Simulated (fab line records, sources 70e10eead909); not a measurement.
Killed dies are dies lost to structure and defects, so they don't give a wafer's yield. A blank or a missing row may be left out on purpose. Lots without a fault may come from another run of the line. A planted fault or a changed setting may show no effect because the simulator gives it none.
Chamber matching | flow nand_harc | NHARC_P_M1_DEP_33 on pecvd-02: 3 sister chambers
The step deposits SiCN, target thk 30 nm. 3 wafers are shown with their chamber, then 8 later ones without.

WAFERS WITH THEIR CHAMBER
wafer  | chamber | showerhead_vpp_V (V)
L087.5 | 1       | 1361
L087.6 | 2       | 1223
L089.3 | 0       | 1185

WAFERS WITHOUT THEIR CHAMBER
wafer  | showerhead_vpp_V (V)
L089.5 | 1211
L089.6 | 1217
L091.1 | 1366
L091.2 | 1211
L091.5 | 1210
L092.1 | 1205
L092.2 | 1203
L092.4 | 1348

WHICH CHAMBER EACH WENT THROUGH
wafer  | from the rows above     | in truth
L089.5 | can't be placed: 2 or 0 | 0
L089.6 | 2                       | 2
L091.1 | 1                       | 1
L091.2 | can't be placed: 2 or 0 | 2
L091.5 | can't be placed: 2 or 0 | 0
L092.1 | can't be placed: 2 or 0 | 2
L092.2 | can't be placed: 0 or 2 | 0
L092.4 | 1                       | 1
Placed correctly: 3 of 8. Can't be placed from these rows: 5 (the true chamber is among the candidates in 5). Placed wrongly: 0.
How it was worked out, from the rows above alone: a wafer's distance from a chamber is the root of the sum, over the readings, of the square of ((its reading less the chamber's mean) divided by the reading's scatter). The wafer belongs to the nearest chamber; if the next one is less than 2 further off, it can't be placed. A chamber's mean is the mean of its shown wafers. The scatter: with one shown wafer a chamber, the root of the mean of the squares of how far each hidden wafer lies from its nearest shown one.
